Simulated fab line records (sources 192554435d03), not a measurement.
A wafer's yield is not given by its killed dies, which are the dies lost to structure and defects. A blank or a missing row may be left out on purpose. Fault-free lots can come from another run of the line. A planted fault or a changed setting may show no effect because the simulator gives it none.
fab line records | flow n5_finfet | part 1 of 2: steps 1 to 4 of 6
record: lots: 20 | wafers: 60 | last_day: 20
route steps=1938 shown BEOL_M0_SAQP@695 BEOL_M0_CUTY@709 BEOL_M0@718
lots untouched by any fault: they come from a run of this same line in which no faults occurred
start_h: start of the lot's first displayed wafer, in hours after the record's first day | wait_h: hours elapsed since this lot's preceding step | " the same as in the row above | L1.1+2: a single row standing in for several wafers | - value missing, or start not given | * or withheld: withheld | < > ~ a bound
route shown NAME@n: a module of which the file shows steps, and the number in the route of the first | usual: the fault-free wafers' mean and standard deviation | same: alike in all rows | chamber/n: place in a boat | sites: each site's reading | _std_site: the values' standard deviation | _edge_site: inner sites' mean taken away from outer sites' mean | radius_mm: for every site, how far away it sits from the centre of the wafer | mask NAME#n: copy n | behind: tool/chamber where the wafer was last shaped | hold: reason for holding the lot/hours on hold/outcome of the hold | device: transistor that didn't switch, given as n, p or np | end of line: tests run on the same wafers once the route is complete | where a step has no rows: the recipe by itself | killed: the dies lost at the first sort to structure and to defects; this is not the yield of the wafer | map: a wafer's dies, marking killed ones x, the rest . and places with no die _
set.NAME: the setting that was run; set.NAME@STEP: the one run at that earlier step | model.NAME: the simulator's own value behind a step, which no gauge read
the route's steps for a sample of lots (tables are steps, rows are wafers)
services: when a tool's chamber went out of use (start_h, in hours from the record's first day, below 0 if earlier), for how many hours, and the reason
== steps ==
step: N5_BEOL_M0_SAQP_CUT_ETCH_46
recipe: chemistry: N2/H2 | target: SOC | target_depth_a: 1350 | overetch_a: 270 | temp_c: 40 | time_s: 202.5 | ion_energy_ev: 200 | mask_material: SiARC | pressure_mtorr: 30 | source_w: 840 | bias_w: 150 | n2_flow_sccm: 200 | h2_flow_sccm: 200
usual: bias_w: 150.0/0.43 | drypump_motor_current_A: 5.7/0.39 | rf_vpp_V: 523.6/2.5 | showerhead_plenum_p_Torr: 2.53/0.083 | throttle_valve_pct: 17.91/0.19
lot.wafer | tool        | chamber | start_h | wait_h | bias_w | drypump_motor_current_A | rf_hours_counter_h | rf_vpp_V | showerhead_plenum_p_Torr | throttle_valve_pct
L074.2    | rie_diel-05 | 0       | 113.69  | 0.0    | 150.6  | 5.8                     | 199                | 523.2    | 2.52                     | 17.68
L074.5    | "           | 1       | "       | "      | 150.5  | 5.4                     | -                  | 525.1    | 2.60                     | 17.56
L074.6    | "           | 2       | "       | "      | 150.1  | 6.2                     | -                  | 521.1    | 2.50                     | 18.09
L075.2    | rie_diel-03 | 0       | 126.17  | 0.0    | 149.7  | 5.9                     | 76                 | 527.3    | 2.69                     | 17.94
L075.3    | "           | 3       | "       | "      | 149.9  | 5.5                     | 160                | 525.9    | 2.65                     | 17.91
L075.4    | "           | 2       | "       | "      | 150.1  | 5.7                     | 188                | 519.5    | 2.43                     | 17.88
L076.1    | rie_diel-02 | 2       | 128.15  | 0.0    | 150.1  | 6.1                     | 48                 | 523.2    | 2.48                     | 17.78
L076.2    | "           | 0       | "       | "      | 149.6  | 4.8                     | 239                | 526.7    | 2.61                     | 18.18
L076.4    | "           | 1       | "       | "      | 149.9  | 5.6                     | 144                | 521.8    | 2.44                     | 18.08
L077.1    | rie_diel-05 | 1       | 132.00  | 0.0    | 150.9  | 5.4                     | 31                 | 526.9    | 2.60                     | 17.59
L077.2    | "           | 3       | "       | "      | 149.8  | 6.3                     | 141                | 523.4    | 2.54                     | 18.07
L077.5    | "           | 1       | "       | "      | 150.1  | 5.4                     | -                  | 525.0    | 2.60                     | 17.59
L078.1    | rie_diel-03 | 0       | 133.07  | 0.0    | 150.2  | 5.9                     | 78                 | 526.5    | 2.68                     | 17.94
L078.3    | "           | 2       | "       | "      | 150.8  | 5.7                     | 190                | 521.6    | 2.43                     | 17.87
L078.5    | "           | 2       | "       | "      | 150.5  | 5.7                     | -                  | 521.6    | 2.43                     | 17.89
L079.3    | rie_diel-05 | 2       | 143.46  | 0.0    | 149.7  | 6.2                     | 2                  | 523.0    | 2.50                     | 17.67
L079.5    | "           | 3       | "       | "      | 149.8  | 6.4                     | -                  | 523.2    | 2.54                     | 18.06
L079.6    | "           | 0       | "       | "      | 149.9  | 5.8                     | -                  | 523.9    | 2.51                     | 17.69
L080.3    | rie_diel-05 | 0       | 146.89  | 0.0    | 149.2  | 5.8                     | 209                | 523.8    | 2.51                     | 17.70
L080.5    | "           | 1       | "       | "      | 150.4  | 5.4                     | -                  | 526.0    | 2.59                     | 17.58
L080.6    | "           | 0       | "       | "      | 149.4  | 5.8                     | -                  | 522.8    | 2.51                     | 17.71
L081.1    | rie_diel-03 | 2       | 168.11  | 0.0    | 150.2  | 5.7                     | 205                | 522.3    | 2.42                     | 17.94
L081.3    | "           | 1       | "       | "      | 150.0  | 5.8                     | 181                | 523.9    | 2.53                     | 18.26
L081.6    | "           | 0       | "       | "      | 149.8  | 6.0                     | -                  | 527.1    | 2.68                     | 17.99
L083.1    | rie_diel-03 | 2       | 212.06  | 0.0    | 149.8  | 5.7                     | 212                | 519.3    | 2.42                     | 17.92
L083.4    | "           | 0       | "       | "      | 150.9  | 5.9                     | 98                 | 527.3    | 2.68                     | 17.95
L083.6    | "           | 2       | "       | "      | 149.6  | 5.7                     | -                  | 519.3    | 2.42                     | 17.93
L085.2    | rie_diel-03 | 1       | 230.31  | 0.0    | 150.5  | 5.7                     | 193                | 523.5    | 2.53                     | 18.28
L085.3    | "           | 2       | "       | "      | 149.5  | 5.7                     | 216                | 520.0    | 2.42                     | 17.94
L085.6    | "           | 3       | "       | "      | 149.2  | 5.5                     | -                  | 527.2    | 2.64                     | 17.95
L086.1    | rie_diel-02 | 2       | 230.56  | 0.0    | 149.8  | 6.1                     | 70                 | 521.6    | 2.47                     | 17.81
L086.4    | "           | 1       | "       | "      | 150.3  | 5.6                     | 166                | 519.8    | 2.43                     | 18.11
L086.6    | "           | 3       | "       | "      | 150.3  | 5.9                     | -                  | 519.4    | 2.43                     | 17.88
L088.2    | rie_diel-02 | 1       | 231.01  | 0.0    | 150.1  | 5.6                     | 166                | 520.2    | 2.43                     | 18.09
L088.4    | "           | 3       | "       | "      | 150.1  | 5.9                     | 187                | 519.6    | 2.43                     | 17.88
L088.5    | "           | 1       | "       | "      | 149.5  | 5.6                     | -                  | 521.1    | 2.43                     | 18.09
L089.2    | rie_diel-05 | 3       | 261.37  | 0.0    | 150.4  | 6.4                     | 163                | 523.1    | 2.53                     | 18.09
L089.4    | "           | 1       | "       | "      | 149.8  | 5.3                     | 51                 | 525.8    | 2.59                     | 17.64
L089.5    | "           | 0       | "       | "      | 150.4  | 5.8                     | -                  | 522.2    | 2.50                     | 17.73
L090.1    | rie_diel-05 | 0       | 263.45  | 0.0    | 150.3  | 5.8                     | 227                | 521.3    | 2.50                     | 17.73
L090.4    | "           | 1       | "       | "      | 150.1  | 5.4                     | 52                 | 524.7    | 2.59                     | 17.61
L090.5    | "           | 1       | "       | "      | 149.5  | 5.4                     | -                  | 525.6    | 2.59                     | 17.61
L091.1    | rie_diel-03 | 0       | 264.47  | 0.0    | 149.2  | 5.9                     | 115                | 529.1    | 2.67                     | 17.99
L091.4    | "           | 3       | "       | "      | 149.8  | 5.5                     | 195                | 527.7    | 2.63                     | 17.97
L091.6    | "           | 0       | "       | "      | 149.9  | 5.9                     | -                  | 525.7    | 2.67                     | 17.99
L093.1    | rie_diel-03 | 2       | 264.73  | 0.0    | 150.7  | 5.7                     | 226                | 518.4    | 2.41                     | 17.95
L093.3    | "           | 0       | "       | "      | 149.9  | 5.9                     | 115                | 526.2    | 2.67                     | 17.99
L093.5    | "           | 1       | "       | "      | 150.1  | 5.7                     | -                  | 524.2    | 2.52                     | 18.30
L096.1    | rie_diel-02 | 0       | 291.45  | 0.0    | 149.5  | 4.8                     | 25                 | 526.4    | 2.59                     | 17.72
L096.2    | "           | 1       | "       | "      | 149.5  | 5.6                     | 185                | 522.0    | 2.43                     | 18.10
L096.3    | "           | 2       | "       | "      | 149.6  | 6.1                     | 88                 | 520.8    | 2.46                     | 17.85
L095.1    | rie_diel-03 | 1       | 294.11  | 0.0    | 150.1  | 5.7                     | 214                | 522.3    | 2.52                     | 18.30
L095.2    | "           | 0       | "       | "      | 150.7  | 6.0                     | 126                | 527.1    | 2.66                     | 18.01
L095.4    | "           | 2       | "       | "      | 149.1  | 5.7                     | 236                | 520.7    | 2.41                     | 17.97
L094.1    | rie_diel-03 | 3       | 294.84  | 0.0    | 149.8  | 5.5                     | 207                | 525.8    | 2.63                     | 18.00
L094.4    | "           | 1       | "       | "      | 150.4  | 5.8                     | 214                | 522.3    | 2.52                     | 18.32
L094.5    | "           | 1       | "       | "      | 150.1  | 5.7                     | -                  | 524.0    | 2.52                     | 18.31
L097.4    | rie_diel-05 | 2       | 295.67  | 0.0    | 149.7  | 6.2                     | 33                 | 522.5    | 2.49                     | 17.71
L097.5    | "           | 0       | "       | "      | 150.0  | 5.8                     | -                  | 523.3    | 2.50                     | 17.76
L097.6    | "           | 1       | "       | "      | 150.6  | 5.4                     | -                  | 524.6    | 2.58                     | 17.64
step: N5_BEOL_M0_SAQP_ETCH_49
recipe: chemistry: CF4/O2 | target_depth_a: 370 | target: SiO2 | pressure_mtorr: 40 | source_w: 535 | bias_w: 49 | Ar_flow_sccm: 100 | cf4_flow_sccm: 100 | O2_flow_sccm: 10 | ion_energy_ev: 100
usual: bias_w: 49.00/0.14 | drypump_motor_current_A: 5.7/0.41 | oes_product_au: 0.79/0.091 | rf_vpp_V: 240.1/2.2 | showerhead_plenum_p_Torr: 2.19/0.069 | throttle_valve_pct: 15.91/0.17
lot.wafer | tool        | chamber | start_h | wait_h | bias_w | drypump_motor_current_A | oes_product_au | rf_hours_counter_h | rf_vpp_V | showerhead_plenum_p_Torr | throttle_valve_pct
L074.2    | rie_diel-03 | 2       | 114.72  | 0.3    | 48.56  | 5.7                     | 0.72           | 184                | 242.0    | 2.11                     | 15.96
L074.5    | "           | 3       | "       | "      | 49.07  | 5.5                     | 0.73           | -                  | 241.9    | 2.29                     | 15.95
L074.6    | "           | 1       | "       | "      | 48.72  | 5.8                     | 0.74           | -                  | 238.4    | 2.20                     | 16.13
L075.2    | rie_diel-02 | 0       | 126.90  | 0.3    | 49.10  | 4.8                     | 0.68           | 239                | 241.4    | 2.26                     | 16.17
L075.3    | "           | 2       | "       | "      | 49.09  | 6.1                     | 0.88           | 47                 | 242.2    | 2.16                     | 15.78
L075.4    | "           | 3       | "       | "      | 49.05  | 5.9                     | 0.75           | 166                | 235.8    | 2.12                     | 15.80
L076.1    | rie_diel-02 | 0       | 128.87  | 0.3    | 48.91  | 4.8                     | 0.69           | 239                | 240.9    | 2.26                     | 16.16
L076.2    | "           | 1       | "       | "      | 49.11  | 5.6                     | 0.77           | 144                | 237.1    | 2.12                     | 15.99
L076.4    | "           | 2       | "       | "      | 48.91  | 6.1                     | 0.89           | 48                 | 241.7    | 2.16                     | 15.77
L077.1    | rie_diel-02 | 3       | 132.89  | 0.4    | 49.22  | 5.9                     | 0.75           | 167                | 236.2    | 2.12                     | 15.80
L077.2    | "           | 0       | "       | "      | 49.12  | 4.8                     | 0.69           | 240                | 241.3    | 2.26                     | 16.16
L077.5    | "           | 1       | "       | "      | 49.08  | 5.6                     | 0.76           | -                  | 238.2    | 2.11                     | 16.02
L078.1    | rie_diel-03 | 2       | 133.88  | 0.3    | 48.96  | 5.7                     | 0.71           | 191                | 241.1    | 2.11                     | 15.97
L078.3    | "           | 3       | "       | "      | 49.24  | 5.5                     | 0.73           | 162                | 243.3    | 2.29                     | 15.98
L078.5    | "           | 0       | "       | "      | 49.05  | 5.9                     | 0.83           | -                  | 241.4    | 2.32                     | 15.84
L079.3    | rie_diel-02 | 2       | 144.19  | 0.3    | 49.06  | 6.1                     | 0.87           | 54                 | 239.5    | 2.15                     | 15.80
L079.5    | "           | 1       | "       | "      | 48.73  | 5.6                     | 0.75           | -                  | 237.5    | 2.11                     | 16.01
L079.6    | "           | 0       | "       | "      | 48.75  | 4.8                     | 0.68           | -                  | 241.3    | 2.26                     | 16.18
L080.3    | rie_diel-05 | 1       | 148.07  | 0.5    | 49.06  | 5.4                     | 0.90           | 35                 | 242.8    | 2.24                     | 15.50
L080.5    | "           | 0       | "       | "      | 48.99  | 5.8                     | 0.70           | -                  | 240.3    | 2.19                     | 15.73
L080.6    | "           | 3       | "       | "      | 49.31  | 6.4                     | 0.76           | -                  | 243.2    | 2.20                     | 16.10
L081.1    | rie_diel-03 | 3       | 168.93  | 0.4    | 49.12  | 5.5                     | 0.72           | 175                | 242.2    | 2.28                     | 15.98
L081.3    | "           | 1       | "       | "      | 48.95  | 5.7                     | 0.73           | 182                | 239.8    | 2.20                     | 16.15
L081.6    | "           | 3       | "       | "      | 49.15  | 5.5                     | 0.72           | -                  | 243.5    | 2.28                     | 16.02
L083.1    | rie_diel-02 | 1       | 212.80  | 0.3    | 49.13  | 5.6                     | 0.75           | 162                | 237.1    | 2.11                     | 16.04
L083.4    | "           | 3       | "       | "      | 48.96  | 5.9                     | 0.72           | 182                | 234.5    | 2.11                     | 15.83
L083.6    | "           | 1       | "       | "      | 49.14  | 5.6                     | 0.74           | -                  | 238.1    | 2.11                     | 16.04
L085.2    | rie_diel-03 | 2       | 231.39  | 0.3    | 48.84  | 5.7                     | 0.70           | 216                | 239.9    | 2.10                     | 16.03
L085.3    | "           | 0       | "       | "      | 48.94  | 5.9                     | 0.80           | 104                | 244.3    | 2.31                     | 15.89
L085.6    | "           | 0       | "       | "      | 48.95  | 5.9                     | 0.81           | -                  | 241.7    | 2.31                     | 15.89
L086.1    | rie_diel-02 | 1       | 231.89  | 0.3    | 49.08  | 5.6                     | 0.75           | 166                | 238.0    | 2.11                     | 16.04
L086.4    | "           | 2       | "       | "      | 49.03  | 6.1                     | 0.85           | 70                 | 241.8    | 2.15                     | 15.84
L086.6    | "           | 3       | "       | "      | 48.99  | 5.9                     | 0.73           | -                  | 235.9    | 2.11                     | 15.85
L088.2    | rie_diel-05 | 2       | 232.78  | 0.3    | 48.91  | 6.2                     | 0.94           | 14                 | 241.8    | 2.17                     | 15.77
L088.4    | "           | 2       | "       | "      | 49.05  | 6.2                     | 0.94           | -                  | 241.0    | 2.17                     | 15.79
L088.5    | "           | 1       | "       | "      | 48.81  | 5.4                     | 0.90           | -                  | 241.7    | 2.24                     | 15.51
L089.2    | rie_diel-03 | 0       | 262.72  | 0.3    | 48.78  | 6.0                     | 0.80           | 114                | 242.3    | 2.30                     | 15.92
L089.4    | "           | 2       | "       | "      | 48.98  | 5.7                     | 0.69           | 225                | 240.9    | 2.10                     | 16.04
L089.5    | "           | 2       | "       | "      | 48.82  | 5.7                     | 0.69           | -                  | 241.1    | 2.10                     | 16.04
L090.1    | rie_diel-02 | 2       | 264.69  | 0.3    | 49.18  | 6.1                     | 0.84           | 80                 | 240.1    | 2.14                     | 15.85
L090.4    | "           | 1       | "       | "      | 48.71  | 5.6                     | 0.73           | 176                | 238.3    | 2.11                     | 16.06
L090.5    | "           | 2       | "       | "      | 49.22  | 6.1                     | 0.84           | -                  | 239.7    | 2.14                     | 15.84
L091.1    | rie_diel-02 | 1       | 265.25  | 0.3    | 49.13  | 5.6                     | 0.74           | 176                | 237.4    | 2.10                     | 16.07
L091.4    | "           | 3       | "       | "      | 49.07  | 5.9                     | 0.72           | 195                | 234.8    | 2.11                     | 15.86
L091.6    | "           | 2       | "       | "      | 48.83  | 6.1                     | 0.84           | -                  | 239.4    | 2.14                     | 15.84
L093.1    | rie_diel-02 | 2       | 265.97  | 0.3    | 49.00  | 6.0                     | 0.84           | 80                 | 239.6    | 2.14                     | 15.86
L093.3    | "           | 0       | "       | "      | 49.04  | 4.8                     | 0.95           | 16                 | 240.0    | 2.25                     | 15.73
L093.5    | "           | 0       | "       | "      | 49.17  | 4.8                     | 0.96           | -                  | 239.3    | 2.25                     | 15.72
L096.1    | rie_diel-03 | 1       | 292.87  | 0.3    | 48.77  | 5.7                     | 0.70           | 213                | 237.7    | 2.19                     | 16.21
L096.2    | "           | 2       | "       | "      | 49.12  | 5.7                     | 0.68           | 236                | 241.2    | 2.10                     | 16.08
L096.3    | "           | 0       | "       | "      | 49.11  | 6.0                     | 0.77           | 126                | 242.4    | 2.30                     | 15.93
L095.1    | rie_diel-05 | 1       | 295.01  | 0.3    | 48.93  | 5.4                     | 0.86           | 64                 | 242.8    | 2.23                     | 15.57
L095.2    | "           | 0       | "       | "      | 48.90  | 5.8                     | 0.67           | 239                | 238.4    | 2.18                     | 15.79
L095.4    | "           | 2       | "       | "      | 49.05  | 6.2                     | 0.90           | 33                 | 241.8    | 2.16                     | 15.81
L094.1    | rie_diel-05 | 2       | 295.85  | 0.3    | 48.95  | 6.2                     | 0.90           | 33                 | 241.7    | 2.16                     | 15.84
L094.4    | "           | 1       | "       | "      | 49.04  | 5.4                     | 0.85           | 64                 | 240.9    | 2.23                     | 15.56
L094.5    | "           | 1       | "       | "      | 49.10  | 5.3                     | 0.86           | -                  | 240.7    | 2.23                     | 15.56
L097.4    | rie_diel-05 | 0       | 296.47  | 0.1    | 48.85  | 5.8                     | 0.68           | 240                | 239.1    | 2.18                     | 15.79
L097.5    | "           | 2       | "       | "      | 49.32  | 6.2                     | 0.89           | -                  | 240.5    | 2.16                     | 15.84
L097.6    | "           | 1       | "       | "      | 48.88  | 5.4                     | 0.86           | -                  | 240.9    | 2.23                     | 15.56
step: N5_BEOL_M0_CUTY_OVL_MEAS_58
recipe: points_per_wafer: 44
usual: M0_ABLK_OVL: 0.5/0.82
lot.wafer | tool       | chamber | start_h | wait_h | M0_ABLK_OVL[nm]
L074.2    | overlay-01 | 0       | 115.25  | 0.0    | 0.2
L074.5    | "          | 0       | "       | "      | -0.2
L074.6    | "          | 0       | "       | "      | -0.8
L075.2    | overlay-02 | 0       | 127.42  | 0.0    | 1.9
L075.3    | "          | 0       | "       | "      | 1.7
L075.4    | "          | 0       | "       | "      | 1.1
L076.1    | overlay-01 | 0       | 129.40  | 0.0    | 0.5
L076.2    | "          | 0       | "       | "      | 1.6
L076.4    | "          | 0       | "       | "      | 1.0
L077.1    | overlay-01 | 0       | 133.42  | 0.0    | 1.0
L077.2    | "          | 0       | "       | "      | 0.4
L077.5    | "          | 0       | "       | "      | 0.5
L078.1    | overlay-02 | 0       | 134.40  | 0.0    | 1.4
L078.3    | "          | 0       | "       | "      | 2.8
L078.5    | "          | 0       | "       | "      | 1.8
L079.3    | overlay-02 | 0       | 144.72  | 0.0    | 0.7
L079.5    | "          | 0       | "       | "      | 0.1
L079.6    | "          | 0       | "       | "      | 1.0
L080.3    | overlay-01 | 0       | 148.59  | 0.0    | -1.0
L080.5    | "          | 0       | "       | "      | -1.4
L080.6    | "          | 0       | "       | "      | 0.0
L081.1    | overlay-01 | 0       | 169.33  | 0.0    | 2.1
L081.3    | "          | 0       | "       | "      | 0.4
L081.6    | "          | 0       | "       | "      | 1.6
L083.1    | overlay-02 | 0       | 213.36  | 0.0    | 1.2
L083.4    | "          | 0       | "       | "      | -0.4
L083.6    | "          | 0       | "       | "      | 1.6
L085.2    | overlay-02 | 0       | 231.92  | 0.0    | 1.2
L085.3    | "          | 0       | "       | "      | 0.5
L085.6    | "          | 0       | "       | "      | 0.7
L086.1    | overlay-01 | 0       | 232.41  | 0.0    | 0.1
L086.4    | "          | 0       | "       | "      | 1.1
L086.6    | "          | 0       | "       | "      | 0.5
L088.2    | overlay-01 | 0       | 233.23  | 0.0    | -0.1
L088.4    | "          | 0       | "       | "      | -0.9
L088.5    | "          | 0       | "       | "      | 1.0
L089.2    | overlay-02 | 0       | 263.24  | 0.0    | 2.1
L089.4    | "          | 0       | "       | "      | 1.5
L089.5    | "          | 0       | "       | "      | -0.2
L090.1    | overlay-02 | 0       | 265.21  | 0.0    | -0.1
L090.4    | "          | 0       | "       | "      | -0.8
L090.5    | "          | 0       | "       | "      | 1.3
L091.1    | overlay-01 | 0       | 265.77  | 0.0    | 0.1
L091.4    | "          | 0       | "       | "      | 1.3
L091.6    | "          | 0       | "       | "      | 1.6
L093.1    | overlay-02 | 0       | 266.49  | 0.0    | 0.8
L093.3    | "          | 0       | "       | "      | 0.1
L093.5    | "          | 0       | "       | "      | 1.1
L096.1    | overlay-01 | 0       | 293.39  | 0.0    | -0.4
L096.2    | "          | 0       | "       | "      | -0.4
L096.3    | "          | 0       | "       | "      | -0.2
L095.1    | overlay-01 | 0       | 295.53  | 0.0    | 0.6
L095.2    | "          | 0       | "       | "      | 1.4
L095.4    | "          | 0       | "       | "      | 1.8
L094.1    | overlay-02 | 0       | 296.37  | 0.0    | 0.1
L094.4    | "          | 0       | "       | "      | -0.9
L094.5    | "          | 0       | "       | "      | 0.6
L097.4    | overlay-01 | 0       | 296.99  | 0.0    | 0.4
L097.5    | "          | 0       | "       | "      | 0.1
L097.6    | "          | 0       | "       | "      | -0.4
step: N5_BEOL_M0_STRIP_104
recipe: chemistry: N2/H2 | power_w: 450 | temp_c: 40 | pressure_mtorr: 20 | rf_frequency_hz: 6e+07 | overash_fraction: 0.3 | bias_power_w: 7 | h2_frac: 0.5 | n2_flow_sccm: 200 | h2_flow_sccm: 200
usual: drypump_motor_current_A: 5.8/0.4 | oes_product_au: 0.79/0.063 | rf_vpp_V: 59.4/1.7 | showerhead_plenum_p_Torr: 2.58/0.067 | throttle_valve_pct: 23.7/0.31
lot.wafer | tool        | chamber | start_h | wait_h | drypump_motor_current_A | oes_product_au | rf_hours_counter_h | rf_vpp_V | showerhead_plenum_p_Torr | throttle_valve_pct
L074.2    | rie_diel-01 | 3       | 117.49  | 0.0    | 5.6                     | 0.79           | 116                | 58.5     | 2.55                     | 23.7
L074.5    | "           | 0       | "       | "      | 5.7                     | 0.86           | -                  | 61.2     | 2.69                     | 23.8
L074.6    | "           | 1       | "       | "      | 5.8                     | 0.84           | -                  | 60.1     | 2.58                     | 23.6
L075.2    | rie_diel-06 | 3       | 130.35  | 0.0    | 5.9                     | 0.77           | 130                | 61.1     | 2.54                     | 23.6
L075.3    | "           | 0       | "       | "      | 6.0                     | 0.75           | 172                | 60.1     | 2.52                     | 23.9
L075.4    | "           | 1       | "       | "      | 5.8                     | 0.86           | 55                 | 59.2     | 2.58                     | 23.7
L076.1    | rie_diel-04 | 1       | 132.23  | 0.0    | 5.3                     | 0.82           | 76                 | 59.8     | 2.56                     | 23.1
L076.2    | "           | 3       | "       | "      | 6.5                     | 0.77           | 169                | 58.8     | 2.64                     | 23.2
L076.4    | "           | 2       | "       | "      | 5.4                     | 0.72           | -                  | 62.7     | 2.63                     | 24.3
L077.1    | rie_diel-06 | 3       | 135.21  | 0.0    | 5.9                     | 0.75           | 133                | 56.6     | 2.54                     | 23.6
L077.2    | "           | 1       | "       | "      | 5.8                     | 0.85           | 56                 | 59.4     | 2.57                     | 23.7
L077.5    | "           | 3       | "       | "      | 5.9                     | 0.77           | -                  | 59.4     | 2.54                     | 23.6
L078.1    | rie_diel-01 | 0       | 135.30  | 0.0    | 5.7                     | 0.87           | 59                 | 58.3     | 2.68                     | 23.8
L078.3    | "           | 3       | "       | "      | 5.6                     | 0.79           | 124                | 58.1     | 2.55                     | 23.7
L078.5    | "           | 1       | "       | "      | 5.8                     | 0.84           | -                  | 58.1     | 2.57                     | 23.6
L079.3    | rie_diel-06 | 0       | 148.09  | 0.0    | 6.0                     | 0.74           | 178                | 59.6     | 2.52                     | 24.0
L079.5    | "           | 2       | "       | "      | 5.1                     | 0.75           | -                  | 58.5     | 2.64                     | 23.7
L079.6    | "           | 1       | "       | "      | 5.7                     | 0.86           | -                  | 61.3     | 2.57                     | 23.7
L080.3    | rie_diel-04 | 3       | 149.43  | 0.0    | 6.5                     | 0.75           | 176                | 61.2     | 2.63                     | 23.2
L080.5    | "           | 3       | "       | "      | 6.5                     | 0.75           | -                  | 57.9     | 2.63                     | 23.3
L080.6    | "           | 2       | "       | "      | 5.4                     | 0.72           | -                  | 61.5     | 2.63                     | 24.3
L081.1    | rie_diel-01 | 3       | 169.88  | 0.0    | 5.6                     | 0.77           | 134                | 61.5     | 2.54                     | 23.8
L081.3    | "           | 1       | "       | "      | 5.7                     | 0.83           | 86                 | 60.0     | 2.57                     | 23.6
L081.6    | "           | 2       | "       | "      | 6.2                     | 0.87           | -                  | 56.9     | 2.47                     | 23.7
L083.1    | rie_diel-04 | 3       | 214.06  | 0.0    | 6.5                     | 0.75           | 190                | 56.7     | 2.63                     | 23.2
L083.4    | "           | 0       | "       | "      | 6.4                     | 0.94           | 17                 | 58.8     | 2.71                     | 23.5
L083.6    | "           | 0       | "       | "      | 6.4                     | 0.93           | -                  | 58.7     | 2.71                     | 23.5
L085.2    | rie_diel-06 | 0       | 232.47  | 0.0    | 6.0                     | 0.73           | 194                | 59.2     | 2.51                     | 24.0
L085.3    | "           | 1       | "       | "      | 5.8                     | 0.82           | 75                 | 55.1     | 2.57                     | 23.7
L085.6    | "           | 3       | "       | "      | 5.9                     | 0.73           | -                  | 59.5     | 2.53                     | 23.6
L086.1    | rie_diel-04 | 2       | 234.68  | 0.0    | 5.5                     | 0.71           | 211                | 59.3     | 2.62                     | 24.3
L086.4    | "           | 1       | "       | "      | 5.3                     | 0.80           | 102                | 56.8     | 2.55                     | 23.1
L086.6    | "           | 0       | "       | "      | 6.4                     | 0.92           | -                  | 60.3     | 2.71                     | 23.5
L088.2    | rie_diel-06 | 0       | 235.04  | 0.0    | 5.9                     | 0.73           | 195                | 59.3     | 2.51                     | 24.0
L088.4    | "           | 2       | "       | "      | 5.1                     | 0.73           | 184                | 59.5     | 2.64                     | 23.6
L088.5    | "           | 0       | "       | "      | 6.0                     | 0.73           | -                  | 60.4     | 2.51                     | 24.0
L089.2    | rie_diel-04 | 0       | 266.06  | 0.0    | 6.4                     | 0.90           | 35                 | 59.5     | 2.70                     | 23.5
L089.4    | "           | 0       | "       | "      | 6.4                     | 0.90           | -                  | 57.7     | 2.70                     | 23.5
L089.5    | "           | 1       | "       | "      | 5.4                     | 0.80           | -                  | 59.8     | 2.55                     | 23.1
L090.1    | rie_diel-01 | 3       | 266.19  | 0.0    | 5.6                     | 0.74           | 158                | 60.7     | 2.53                     | 23.8
L090.4    | "           | 0       | "       | "      | 5.7                     | 0.82           | 90                 | 60.1     | 2.67                     | 23.8
L090.5    | "           | 3       | "       | "      | 5.6                     | 0.75           | -                  | 61.9     | 2.53                     | 23.8
L091.1    | rie_diel-01 | 3       | 268.58  | 0.0    | 5.6                     | 0.74           | 158                | 58.6     | 2.53                     | 23.8
L091.4    | "           | 2       | "       | "      | 6.2                     | 0.84           | 87                 | 57.7     | 2.46                     | 23.7
L091.6    | "           | 2       | "       | "      | 6.2                     | 0.82           | -                  | 56.7     | 2.46                     | 23.8
L093.1    | rie_diel-01 | 0       | 270.77  | 0.0    | 5.7                     | 0.82           | 92                 | 60.5     | 2.67                     | 23.8
L093.3    | "           | 2       | "       | "      | 6.3                     | 0.81           | 88                 | 59.5     | 2.46                     | 23.7
L093.5    | "           | 3       | "       | "      | 5.6                     | 0.74           | -                  | 56.0     | 2.53                     | 23.8
L096.1    | rie_diel-06 | 0       | 302.21  | 0.0    | 6.0                     | 0.70           | 221                | 60.3     | 2.50                     | 24.0
L096.2    | "           | 3       | "       | "      | 5.9                     | 0.72           | 178                | 58.9     | 2.52                     | 23.7
L096.3    | "           | 2       | "       | "      | 5.0                     | 0.71           | 211                | 58.3     | 2.62                     | 23.7
L095.1    | rie_diel-04 | 1       | 302.56  | 0.0    | 5.3                     | 0.76           | 134                | 58.6     | 2.54                     | 23.2
L095.2    | "           | 2       | "       | "      | 5.4                     | 0.68           | 244                | 60.4     | 2.60                     | 24.4
L095.4    | "           | 0       | "       | "      | 6.4                     | 0.87           | 54                 | 60.5     | 2.69                     | 23.5
L094.1    | rie_diel-06 | 0       | 302.72  | 0.0    | 5.9                     | 0.70           | 221                | 57.7     | 2.50                     | 24.0
L094.4    | "           | 0       | "       | "      | 5.9                     | 0.71           | -                  | 56.1     | 2.50                     | 24.0
L094.5    | "           | 3       | "       | "      | 5.9                     | 0.72           | -                  | 58.7     | 2.52                     | 23.6
L097.4    | rie_diel-04 | 0       | 302.83  | 0.0    | 6.4                     | 0.85           | 54                 | 62.6     | 2.69                     | 23.5
L097.5    | "           | 1       | "       | "      | 5.4                     | 0.78           | -                  | 60.4     | 2.54                     | 23.2
L097.6    | "           | 2       | "       | "      | 5.4                     | 0.66           | -                  | 60.1     | 2.60                     | 24.3
